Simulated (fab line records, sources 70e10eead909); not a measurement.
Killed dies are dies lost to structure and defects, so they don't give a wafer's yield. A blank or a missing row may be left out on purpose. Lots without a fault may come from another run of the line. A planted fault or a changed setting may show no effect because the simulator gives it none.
A struck lot beside a sound one | flow nand_harc | 15 steps out of a route of 1302
Sound: wafers L732.1, L732.3, L732.5. Struck: wafer L750.2. (L750.3, L750.6 of the same lot were not struck and are left out.) The cause comes at the end.
At each step with rows: each side's tool, then ch and its chambers, then its first start. Under that, the readings that differ: sound wafers | struck wafers | difference of the means | sigmas: that difference in standard deviations of wafers without a fault.
alike: readings whose means differ by less than 2 such deviations, and words and numbers that are the same on both sides. not compared: withheld readings, readings that some wafer has no value for, bounds like >300 that may hide the same value, and numbers for which the record gives no deviation and whose values overlap.
The two part at a step that has a row with sigmas, a row that says differs or no value, or rows on one side only. Numbers that don't overlap but have no deviation are shown without sigmas and don't part them. A reading that every wafer of one side lacks parts them only if that side has two wafers or more.

first, 8 steps without rows for these wafers: NHARC_P_M1_HMDS_02 (time 30 s); NHARC_P_M1_COAT_34 (time 65 s); NHARC_P_M1_COAT_03 (resist thk 90 nm); NHARC_P_M1_SOFTBAKE_04 (time 55 s); NHARC_P_M1_EBR_05; NHARC_P_M1_EXPOSE_06 (exposes mask P M1, target cd 130 nm); NHARC_P_M1_PEB_07 (peb time 65 s); NHARC_P_M1_DEVELOP_08 (develop time 35 s).
NHARC_P_M1_CD_MEAS_09: target cd 130 nm.
  sound on cd_sem-02 ch 0, day 7 15:53; struck on cd_sem-01 ch 0, day 14 23:42
  alike: cd_nm
NHARC_P_M1_OVL_MEAS_10: pitch 260 nm.
  sound on overlay-01, day 7 15:58; struck on overlay-01, day 14 23:47
  alike: overlay_x_nm, overlay_y_nm
NHARC_P_M1_INSPECT_11:
  sound on defect_inspect-01, day 7 16:01; struck on defect_inspect-01, day 14 23:49
  alike: raw_defect_count
NHARC_P_M1_DESCUM_14: chemistry O2, time 3 s.
  sound on rie_diel-07 ch 1,2, day 7 16:04; struck on rie_diel-06 ch 3, day 14 23:53
  alike: drypump_motor_current_A, oes_product_au, rf_vpp_V, showerhead_plenum_p_Torr, throttle_valve_pct
  not compared: rf_hours_counter_h
NHARC_P_M1_ETCH_35: etches the open film in N2/H2, target depth 40 nm, overetch 12 nm, time 43.94 s.
  sound on rie_diel-07 ch 1,3, day 7 16:11; struck on rie_diel-06 ch 3, day 14 23:59
  reading               | sound             | struck | difference | sigmas
  oes_product_au (a.u.) | 1.009 1.011 1.008 | 0.823  | -0.186     | -16
  alike: drypump_motor_current_A, rf_vpp_V, showerhead_plenum_p_Torr, throttle_valve_pct
  not compared: rf_hours_counter_h
NHARC_P_M1_ETCH_15: etches the open film in C4F8/Ar, target depth 182.5 nm, time 91.2 s.
  sound on rie_diel-07 ch 2,3; struck on rie_diel-06 ch 1
  alike: oes_product_au, rf_vpp_V
  not compared: rf_hours_counter_h
-- the record jumps here: 19 days lie between the struck wafers' starts before and after (it left off in module P_M1 and takes up again in module END, whose first step shown is number 1302 of the route) --
NHARC_END_SORT_01:
  the record has rows for the struck wafers here (prober-02 ch 0, day 33 15:34) and none for the sound ones

WHERE THEY PART
First at NHARC_P_M1_ETCH_35; last, within this record, at NHARC_END_SORT_01.

WHY: what the simulator had put in
Process parameter drift: rie_diel-06, from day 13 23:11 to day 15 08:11, at NHARC_P_M1_ETCH_35. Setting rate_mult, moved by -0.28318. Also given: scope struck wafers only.
